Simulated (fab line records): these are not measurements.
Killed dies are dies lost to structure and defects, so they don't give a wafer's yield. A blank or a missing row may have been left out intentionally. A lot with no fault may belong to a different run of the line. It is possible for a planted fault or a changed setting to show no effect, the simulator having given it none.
fab line records	flow n5_finfet
record lots=4	wafers=12	last_day=18
route steps=1938 shown MOL_CONTACT_COAG@624 BEOL_M0_SAQP@632 BEOL_M4@1111 PASSIVATION@1936
lots that met no fault: taken from a fault-free run of the same line
start_h: hours from the record's first day to the start of the lot's first wafer shown	wait_h: hours from the lot's prior step to this one	" unchanged from the row above	L1.1+2: one row covering several wafers at once	- no value present, or no start provided	* or withheld: withheld	< > ~ a bound
route shown NAME@n: NAME is a module with steps in the file, n the number in the route of the first one	usual: average and standard deviation across the fault-free wafers	same: alike in all rows	chamber/n: place in a boat	sites: readings site by site	_std_site: standard deviation across them	_edge_site: the outer-site mean with the inner-site mean subtracted	radius_mm: how far each site lies from the wafer's centre	mask NAME#n: copy n	behind: the most recent tool/chamber to have shaped the wafer	hold: reason for holding the lot/hours on hold/outcome of the hold	device: transistor that didn't switch, given as n, p or np	end of line: at the end of the route, the tests of the same wafers	step lacking rows: just its recipe	killed: not the wafer's yield, but the dies lost to structure and defects at the first sort	map: a wafer's dies, x killed, . not, _ none there
set.NAME: the setting as run; set.NAME@STEP: as run at that earlier step	model.NAME: the simulator's own value behind a step, which no gauge read
certain route steps with their lots: each step a table, each wafer a row
services: a tool's chamber out of use, with start hour (start_h, from the record's first day; less than 0 if before it), hours out, and reason
## steps
# step N5_MOL_CONTACT_COAG_CVD_140
# recipe material=W	target_thk_a=665	mode=selective_fill	temp_c=300	time_s=215
# step N5_MOL_CONTACT_COAG_PRECLEAN_127
# recipe chemistry=DIW	time_s=57.5	temp_c=23
# step N5_MOL_CONTACT_COAG_SRD_128
# recipe dry_time_s=32	dry=n2_spin	spin_rpm=1500
# step N5_MOL_CONTACT_COAG_CMP_52
# recipe stop_on=SiO2	t_overpolish_s=1.5	post_cmp_clean=w_dilute_nh4oh	down_force_psi=4	platen_rpm=50.289	pad_velocity_m_s=1.0006	target_thk_nm=66.5
# step N5_MOL_CONTACT_COAG_ANNEAL_112
# recipe temp_c=400	time_s=1800	ambient=HPD2	pressure_atm=10
# step N5_BEOL_M0_SAQP_PECVD_00
# recipe material=SiCN	target_thk_a=80	temp_c=withheld	precursor=3MS/NH3	pressure_torr=3	rf_w=202	time_s=14
# step N5_BEOL_M0_SAQP_ILD_DEP_01
# recipe material=SiOC	target_thk_a=454.19	temp_c=350	precursor=DEMS/O2	pressure_torr=5	rf_w=500	time_s=8.7
# step N5_BEOL_M0_SAQP_HM_DEP_02
# recipe material=TiN	target_thk_a=120	temp_c=25	chamber_pressure_pa=0.49996
# step N5_BEOL_M0_SAQP_PECVD_03
# recipe material=SiCN	target_thk_a=120	temp_c=withheld	precursor=3MS/NH3	pressure_torr=3	rf_w=202	time_s=21.1
# step N5_BEOL_M0_SAQP_PECVD_96
# recipe material=a-Si	target_thk_a=450	temp_c=350	precursor=SiH4/He	pressure_torr=3	rf_w=100	time_s=45.2
# usual heater_power_w=622/71	run_length_s=81.6/0.6	showerhead_plenum_p_Torr=5.65/0.048	throttle_valve_pct=17.9/0.69
lot.wafer	tool	chamber	start_h	wait_h	heater_power_w	run_length_s	showerhead_plenum_p_Torr	throttle_valve_pct	model.a-Si_of_BEOL_M0_SAQP_PECVD_96.thk_nm
L945.4	pecvd-02	0	124.91	0.0	485	81.4	5.58	17.4	44.6
L945.5	"	2	"	"	577	81.2	5.67	17.5	44.6
L945.6	"	1	"	"	678	81.8	5.66	17.8	45
L955.2	pecvd-02	1	183.13	0.0	697	80.0	5.68	17.5	42.6
L955.3	"	0	"	"	524	81.9	5.59	17.8	43.8
L955.6	"	1	"	"	719	81.4	5.68	17.3	44.6
L956.2	pecvd-02	1	194.61	0.0	685	79.8	5.69	17.6	43.2
L956.3	"	2	"	"	617	81.5	5.66	17.2	45
L956.6	"	1	"	"	702	81.5	5.68	17.7	45.6
L965.1	pecvd-04	2	248.40	0.0	674	82.5	5.74	17.6	44.8
L965.3	"	1	"	"	595	81.0	5.61	19.3	45.2
L965.5	"	0	"	"	641	82.1	5.60	17.3	45.2
# step N5_BEOL_M0_SAQP_PECVD_97
# recipe material=SiNx	target_thk_a=230	temp_c=350	precursor=SiH4/NH3/N2	pressure_torr=1.5	rf_w=300	time_s=19.9
# step N5_BEOL_M0_SAQP_PECVD_04
# recipe material=a-Si	target_thk_a=600	temp_c=350	precursor=SiH4/He	pressure_torr=3	rf_w=100	time_s=60.2
# step N5_BEOL_M0_SAQP_HM_DEP_111
# recipe material=SiO2	target_thk_a=120	temp_c=400	precursor=SiH4/N2O	pressure_torr=0.75	rf_w=275	time_s=7.2
# step N5_BEOL_M0_SAQP_COAT_81
# recipe resist=SOC	temp_c=250	time_s=60	spin_rpm=1500	resist_thk_nm=100
# step N5_BEOL_M0_SAQP_COAT_82
# recipe resist=SiARC	temp_c=220	time_s=60	spin_rpm=1500	resist_thk_nm=30
# step N5_BEOL_M0_SAQP_COAT_08
# recipe resist=CAR-ArF	spin_rpm=1500	resist_thk_nm=90
# step N5_BEOL_M0_SAQP_EBR_10
# recipe solvent=PGMEA	ebr_width_mm=1.5
# step N5_BEOL_M0_SAQP_SOFTBAKE_09
# recipe temp_c=110	time_s=60	resist=CAR-ArF
# step N5_BEOL_M0_SAQP_EXPOSE_11
# recipe mask_id=M0_CORE	na=1.35	source_shape=dipole	sigma_inner=0.538	sigma_outer=0.738	polarization=te	target_cd_nm=42	dose_mj=55
# step N5_BEOL_M0_SAQP_PEB_12
# recipe peb_temp_c=withheld	peb_time_s=60	resist=CAR-ArF
# step N5_BEOL_M0_SAQP_DEVELOP_13
# recipe develop_time_s=30	developer=TMAH	resist=CAR-ArF	dev_temp_c=23	rinse_liquid=diw	dry=air_spin
# step N5_BEOL_M0_SAQP_DESCUM_19
# recipe chemistry=O2	time_s=7.9	source_power_w=50	bias_power_w=20	pressure_mtorr=20	rf_frequency_hz=2.712e+07	temp_c=40	resist=CAR-ArF	o2_flow_sccm=225
# step N5_BEOL_M0_SAQP_ETCH_83
# recipe chemistry=CF4	target=SiARC	target_depth_a=390	mask_material=CAR-ArF	time_s=65	ion_energy_ev=80	pressure_mtorr=40	source_w=545	bias_w=36	Ar_flow_sccm=100	cf4_flow_sccm=100	ends=cleared
# step N5_BEOL_M0_SAQP_ETCH_84
# recipe chemistry=N2/H2	target=SOC	target_depth_a=1000	overetch_a=200	mask_material=SiARC	temp_c=40	time_s=150	ion_energy_ev=200	pressure_mtorr=30	source_w=840	bias_w=150	n2_flow_sccm=200	h2_flow_sccm=200
# step N5_BEOL_M0_SAQP_STRIP_80
# recipe chemistry=N2/H2	temp_c=40	n2_flow_sccm=200	h2_flow_sccm=200	rf_frequency_hz=6e+07
# step N5_BEOL_M0_SAQP_HM_OPEN_112
# recipe chemistry=CHF3/O2	target=SiO2	stop_on=a-Si	target_depth_a=120	over_etch_frac=1.25	mask_material=SOC	time_s=13.5	pressure_mtorr=30	source_w=650	bias_w=170	Ar_flow_sccm=200	CHF3_flow_sccm=50	O2_flow_sccm=5	ion_energy_ev=200	ends=end_point
# step N5_BEOL_M0_SAQP_STRIP_113
# recipe chemistry=CHF3/O2	resist=SiARC	rf_frequency_hz=6e+07
# step N5_BEOL_M0_SAQP_MANDREL_ETCH_20
# recipe target_depth_a=600	chemistry=HBr/Cl2	target=a-Si	stop_on=SiNx	bt_time_s=10	mask_material=SOC	over_etch_frac=0.5	time_s=30	pressure_mtorr=10	icp_w=800	bias_w=75	HBr_flow_sccm=150	Cl2_flow_sccm=80	ends=end_point
# step N5_BEOL_M0_SAQP_STRIP_86
# recipe chemistry=N2/H2	power_w=500	temp_c=40	pressure_mtorr=50	rf_frequency_hz=6e+07	overash_fraction=0.3	bias_power_w=28	h2_frac=0.5	n2_flow_sccm=300	h2_flow_sccm=300
# step N5_BEOL_M0_SAQP_STRIP_115
# recipe chemistry=post_etch_residue_remover	time_s=60	temp_c=25	remover_ph=withheld	remover_water_wt_pct=withheld	remover_fluoride_wt_pct=withheld
# step N5_BEOL_M0_SAQP_SRD_93
# recipe dry=ipa_marangoni	time_s=30	temp_c=23	rinse_liquid=diw
# step N5_BEOL_M0_SAQP_RECESS_114
# recipe chemistry=HF/NH3	target=SiO2	target_depth_a=144	afs_cycles=3	temp_c=30	sublimation_temp_c=180	sublimation_time_s=60
# step N5_BEOL_M0_SAQP_SPACER1_ALD_98
# recipe material=SiO2	target_thk_a=128	temp_c=300	ald_precursor_family=BDEAS	ald_co_reactant=O2-plasma	pulse_time_s=1	purge_time_s=2	co_reactant_purge_time_s=2	ald_cycles=138	pressure_torr=2
# step N5_BEOL_M0_SAQP_SPACER1_ETCHBACK_99
# recipe chemistry=CHF3/O2	mode=anisotropic_etchback	target=SiO2	target_depth_a=154	time_s=7.7	pressure_mtorr=30	source_w=650	bias_w=170	Ar_flow_sccm=200	CHF3_flow_sccm=50	O2_flow_sccm=5	ion_energy_ev=200
# step N5_BEOL_M0_SAQP_MANDREL1_REMOVE_100
# recipe chemistry=HBr/Cl2/O2	bt_time_s=10	target=a-Si	stop_on=SiNx	endpoint=OES-SiCl	over_etch_frac=0.85	icp_w=600	bias_w=30	HBr_flow_sccm=150	Cl2_flow_sccm=80	O2_flow_sccm=5	pressure_mtorr=10
# step N5_BEOL_M0_SAQP_MANDREL_ETCH_103
# recipe chemistry=HBr/Cl2	target=a-Si	target_depth_a=450	bt_time_s=10	stop_on=SiCN	mask_material=SiO2	over_etch_frac=0.8	time_s=27	pressure_mtorr=10	icp_w=800	bias_w=75	HBr_flow_sccm=150	Cl2_flow_sccm=80	ends=end_point
# usual drypump_motor_current_A=5.5/0.35	oes_product_au=0.678/0.012	throttle_valve_pct=35.7/0.52
lot.wafer	tool	chamber	start_h	wait_h	drypump_motor_current_A	oes_product_au	rf_hours_counter_h	throttle_valve_pct	model.etch.depth_nm
L945.4	rie_si-03	3	127.49	0.0	5.4	0.697	-	35.7	44.69
L945.5	"	2	"	"	6.0	0.668	-	35.5	44.55
L945.6	"	1	"	"	5.3	0.675	-	36.3	44.95
L955.2	rie_si-03	1	190.11	0.0	5.2	0.657	50	36.3	42.58
L955.3	"	3	"	"	5.4	0.672	176	35.8	43.73
L955.6	"	1	"	"	5.2	0.680	-	36.3	44.65
L956.2	rie_si-01	1	197.13	0.0	5.8	0.658	64	35.5	43.19
L956.3	"	0	"	"	5.4	0.710	1	34.8	45.01
L956.6	"	1	"	"	5.8	0.686	-	35.5	45.53
L965.1	rie_si-01	2	250.77	0.0	5.9	0.666	130	35.2	44.85
L965.3	"	0	"	"	5.4	0.703	1	34.8	45.16
L965.5	"	1	"	"	5.8	0.673	-	35.5	45.25
# step N5_BEOL_M0_SAQP_SPACER2_ALD_26
# recipe material=SiO2	target_thk_a=150	temp_c=300	ald_precursor_family=BDEAS	ald_co_reactant=O2-plasma	pulse_time_s=1	purge_time_s=2	co_reactant_purge_time_s=2	pressure_torr=2
# usual heater_power_w=470/33	precursor_pulse_height_rel=1.002/0.019
lot.wafer	tool	chamber	start_h	wait_h	heater_power_w	precursor_pulse_height_rel	model.a-Si_of_BEOL_M0_SAQP_PECVD_96.thk_nm
L945.4	ald_sin-04	1	128.30	0.1	438	1.045	44
L945.5	"	2	"	"	422	0.977	43.8
L945.6	"	1	"	"	441	0.983	44.2
L955.2	ald_sin-03	3	191.10	0.1	475	1.009	41.8
L955.3	"	0	"	"	510	0.968	43
L955.6	"	0	"	"	508	1.040	44
L956.2	ald_sin-01	2	198.68	0.5	452	1.005	42.4
L956.3	"	0	"	"	454	0.982	44.2
L956.6	"	0	"	"	445	0.997	44.8
L965.1	ald_sin-04	3	251.60	0.1	454	0.997	44
L965.3	"	2	"	"	406	0.979	44.4
L965.5	"	1	"	"	453	1.012	44.4
# step N5_BEOL_M4_RC_MEAS_101
# usual DIBL_N=36.1/2.5	DIBL_P=36/3.3	IOFF_N=0.16/0.046	IOFF_P=0.20/0.051	ION_N=676/16	ION_P=462/11	SS_N=71.6/0.87	SS_P=73.2/0.86	VT_N=251/4.4	VT_P=-252/4.6
lot.wafer	tool	chamber	start_h	wait_h	DIBL_N[mV/V]	DIBL_P[mV/V]	IOFF_N[nA/um]	IOFF_P[nA/um]	ION_N[uA/um]	ION_P[uA/um]	SS_N[mV/dec]	SS_P[mV/dec]	VT_N[mV]	VT_P[mV]
L945.4	prober-02	0	203.34	0.5	39.1	40	0.22	0.24	700	472	72.1	74.1	243	-248
L945.5	"	0	"	"	38.6	39	0.20	0.23	692	470	72.5	73.8	245	-251
L945.6	"	0	"	"	32.8	34	0.11	0.16	656	451	70.7	72.5	252	-254
L955.2	prober-01	0	275.94	0.2	37.3	39	0.21	0.23	707	476	72.3	73.4	241	-250
L955.3	"	0	"	"	33.7	33	0.13	0.14	653	443	70.9	71.9	251	-258
L955.6	"	0	"	"	30.3	29	0.08	0.10	660	442	70.5	71.0	256	-261
L956.2	prober-01	0	294.65	0.2	35.8	36	0.16	0.21	695	478	71.1	72.8	246	-247
L956.3	"	0	"	"	36.4	37	0.17	0.22	697	478	71.9	73.1	248	-249
L956.6	"	0	"	"	37.5	37	0.19	0.23	676	463	72.2	72.6	244	-246
L965.1	prober-02	0	320.32	0.0	34.4	33	0.13	0.18	665	458	71.2	72.2	252	-250
L965.3	"	0	"	"	34.8	34	0.15	0.19	687	472	70.5	73.1	249	-251
L965.5	"	0	"	"	36.1	35	0.17	0.21	674	463	71.0	73.3	246	-249
# step N5_PASSIVATION_PROBE_49
# usual defect_limited_yield=91.0/1.4	killed_at_M0_to_M3=34/10	killed_at_M4_up=15/5.5	killed_at_contacts=12/6.1	killed_at_front_end=41/12	killed_at_other=4/3.4	killed_dies=106/17	killed_open=70/13	killed_short=34/7.4	sort_bin_5_function=5.3/1	sort_bin_6_memory=3.4/0.69	sort_bin_8_speed=0.03/0.22	sort_n_pass=1073/17	sort_yield_pct=91.0/1.4
# same gross_dies=1180	killed_at_back_side=0	sort_bin_4_leakage[%]=0
lot.wafer	tool	chamber	start_h	wait_h	defect_limited_yield[%]	killed_at_M0_to_M3	killed_at_M4_up	killed_at_contacts	killed_at_front_end	killed_at_other	killed_dies	killed_open	killed_short	sort_bin_5_function[%]	sort_bin_6_memory[%]	sort_bin_8_speed[%]	sort_n_pass	sort_yield_pct[%]
L945.4	prober-02	-	305.12	0.2	92.5	41	8	5	28	6	88	58	29	4.2	2.8	0	1092	92.5
L945.5	prober-02	-	305.17	0.2	90.3	29	15	11	50	9	114	79	33	5.8	3.7	0	1066	90.3
L945.6	prober-02	-	305.22	0.3	92.2	25	6	8	40	13	92	65	26	4.6	3.1	0	1088	92.2
L955.2	prober-02	-	384.56	0.1	90.0	45	9	10	53	1	118	75	41	5.6	3.8	0	1062	90.0
L955.3	prober-02	-	384.61	0.1	88.7	48	11	11	61	2	133	91	34	6.7	3.9	0.17	1045	88.6
L955.6	prober-02	-	384.76	0.3	90.6	43	6	9	53	0	111	85	23	5.8	3.4	0	1069	90.6
L956.2	prober-01	-	408.88	0.1	90.3	26	23	16	42	8	115	74	38	4.7	4.7	0	1065	90.3
L956.3	prober-01	-	408.93	0.1	93.1	25	25	7	24	0	81	59	20	3.9	2.7	0	1099	93.1
L956.6	prober-01	-	409.08	0.3	92.3	23	14	8	40	6	91	61	30	4.5	3.0	0	1089	92.3
L965.1	prober-02	-	436.65	0.0	89.8	36	12	19	43	10	120	78	39	5.8	3.9	0	1060	89.8
L965.3	prober-02	-	436.75	0.1	91.4	26	14	15	43	3	101	71	29	4.9	3.4	0	1079	91.4
L965.5	prober-02	-	436.85	0.2	90.0	34	13	13	39	19	118	77	33	5.9	3.2	0	1062	90.0
# killed by level:class
L945.4 BEOL_M0_SAQP:geometric_particle:open=10 BEOL_M0_SAQP:geometric_particle:short=7 STI_FIN_REVEAL:geometric_particle:open=6 BEOL_M2:geometric_particle:open=6 BEOL_M3:geometric_particle:open=6 FIN_SAQP:geometric_particle:open=4 GATE_CUT:geometric_particle:open=4 MOL_CONTACT_COAG:geometric_particle:open=4
L945.5 STI_FIN_REVEAL:geometric_particle:open=28 BEOL_M0_SAQP:geometric_particle:short=12 MOL_CONTACT_COAG:geometric_particle:open=8 FIN_SAQP:geometric_particle:short=6 BEOL_M2:geometric_particle:open=6 FIN_SAQP:geometric_particle:open=5 STI_FIN_REVEAL:geometric_particle:short=4 BEOL_M0_SAQP:geometric_particle:open=4
L945.6 STI_FIN_REVEAL:geometric_particle:open=17 BEOL_M0_SAQP:geometric_particle:open=7 MOL_CONTACT_COAG:geometric_particle:open=6 MIM_TOP_ETCH:geometric_particle:short=6 BEOL_M3:geometric_particle:open=5 BEOL_M2:geometric_particle:open=5 STARTING-WAFER:geometric_particle:short=5 FIN_SAQP:geometric_particle:open=4
L955.2 STI_FIN_REVEAL:geometric_particle:open=15 BEOL_M0_SAQP:geometric_particle:short=15 BEOL_M0_SAQP:geometric_particle:open=10 BEOL_M2:geometric_particle:open=8 FIN_SAQP:geometric_particle:open=7 MOL_CONTACT_COAG:geometric_particle:open=7 STI_FIN_REVEAL:geometric_particle:short=6 GATE_CUT:geometric_particle:open=5
L955.3 BEOL_M0_SAQP:geometric_particle:open=17 STI_FIN_REVEAL:geometric_particle:open=14 FIN_SAQP:geometric_particle:open=11 BEOL_M0_SAQP:geometric_particle:short=11 MOL_CONTACT_COAG:geometric_particle:open=10 DUMMY_GATE:geometric_particle:open=5 BEOL_M2:geometric_particle:open=5 BEOL_M3:geometric_particle:open=5
L955.6 FIN_SAQP:geometric_particle:open=19 STI_FIN_REVEAL:geometric_particle:open=13 BEOL_M0_SAQP:geometric_particle:open=12 BEOL_M0_SAQP:geometric_particle:short=9 MOL_CONTACT_COAG:geometric_particle:open=8 BEOL_M1:geometric_particle:open=7 BEOL_M2:geometric_particle:open=7 FIN_SAQP:geometric_particle:short=4
L956.2 MOL_CONTACT_COAG:geometric_particle:open=14 BEOL_M4:geometric_particle:open=10 BEOL_M3:geometric_particle:open=8 FIN_SAQP:geometric_particle:short=6 STI_FIN_REVEAL:geometric_particle:open=5 GATE_CUT:geometric_particle:short=5 BEOL_M0_SAQP:geometric_particle:short=5 STARTING-WAFER:geometric_particle:short=5
L956.3 STI_FIN_REVEAL:geometric_particle:open=9 BEOL_M4:geometric_particle:open=9 BEOL_M2:geometric_particle:open=6 GATE_CUT:geometric_particle:short=5 MOL_CONTACT_COAG:geometric_particle:open=5 BEOL_M3:geometric_particle:open=5 GATE_CUT:geometric_particle:open=4 BEOL_M6:geometric_particle:open=4
L956.6 BEOL_M4:geometric_particle:open=8 FIN_SAQP:geometric_particle:open=7 GATE_CUT:geometric_particle:open=6 MOL_CONTACT_COAG:geometric_particle:open=6 BEOL_M0_SAQP:geometric_particle:short=4 BEOL_M2:geometric_particle:open=4 BEOL_M3:geometric_particle:open=4 STARTING-WAFER:geometric_particle:short=4
L965.1 MOL_CONTACT_COAG:geometric_particle:open=17 FIN_SAQP:geometric_particle:open=12 FIN_SAQP:geometric_particle:short=8 BEOL_M0_SAQP:geometric_particle:open=8 BEOL_M0_SAQP:geometric_particle:short=8 STI_FIN_REVEAL:geometric_particle:open=5 STARTING-WAFER:geometric_particle:short=5 STARTING-WAFER:geometric_particle:open=5
L965.3 STI_FIN_REVEAL:geometric_particle:open=16 MOL_CONTACT_COAG:geometric_particle:open=12 BEOL_M2:geometric_particle:open=7 FIN_SAQP:geometric_particle:short=4 BEOL_M3:geometric_particle:open=4 BEOL_M8:geometric_particle:open=4 FIN_SAQP:geometric_particle:open=3 STI_FIN_REVEAL:geometric_particle:short=3
L965.5 MOL_CONTACT_COAG:geometric_particle:open=9 STI_FIN_REVEAL:geometric_particle:open=8 BEOL_M1:geometric_particle:open=8 BEOL_M2:geometric_particle:open=7 FIN_SAQP:geometric_particle:open=6 BEOL_M0_SAQP:geometric_particle:open=6 BEOL_M1:geometric_particle:short=6 STARTING-WAFER:geometric_particle:open=5
## services
tool	chamber	start_h	hours	kind
rie_si-03	2	103.49	2.8	repair
pecvd-04	2	113.51	2.1	scheduled_down
rie_si-03	0	125.27	-	clean
rie_si-03	0	125.27	13.3	scheduled_down
rie_si-03	0	125.27	13.3	vent_cycle
ald_sin-04	0	140.41	8.3	repair
pecvd-04	-	142.47	6.0	pm
rie_si-01	0	144.56	-	clean
rie_si-01	0	144.56	18.8	scheduled_down
rie_si-01	0	144.56	18.8	vent_cycle
rie_si-03	3	145.68	3.8	repair
pecvd-02	-	159.99	14.6	pm
ald_sin-03	-	177.10	14.0	pm
ald_sin-03	0	177.10	14.0	vent_cycle
pecvd-04	2	181.41	1.9	repair
pecvd-02	1	207.89	5.5	scheduled_down
pecvd-02	-	222.67	1.2	repair
ald_sin-01	-	223.77	0.8	pm
pecvd-02	-	226.05	0.3	repair
rie_si-01	-	230.96	14.6	pm
ald_sin-01	-	237.82	6.0	pm
ald_sin-01	1	245.44	4.0	repair
rie_si-03	1	248.16	12.2	repair
rie_si-01	3	249.45	17.3	repair
## key
first_sign step=N5_BEOL_M0_SAQP_PECVD_96	reading=run_length_s	direction=down	sigmas=2.9	usual=*	struck=*
effect none on later readings
model_effect step=N5_BEOL_M0_SAQP_PECVD_96	value=a-Si_of_BEOL_M0_SAQP_PECVD_96.thk_nm	without=44.1	struck=42.9
model_effect step=N5_BEOL_M0_SAQP_MANDREL_ETCH_103	value=etch.depth_nm	without=44.07	struck=42.88
model_effect step=N5_BEOL_M0_SAQP_SPACER2_ALD_26	value=a-Si_of_BEOL_M0_SAQP_PECVD_96.thk_nm	without=43.3	struck=42.1
met_at N5_BEOL_M0_SAQP_PECVD_96
struck_wafers L955.2,L956.2
onset_between 124.91 183.13
fault kind=process_parameter_drift	tool=pecvd-02	chamber=-	onset_h=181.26	steps=N5_BEOL_M0_SAQP_PECVD_96	channel=time_s	offset=*	shape=step	end_h=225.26	scope=struck_wafers_only	acts_in=*	stated=*
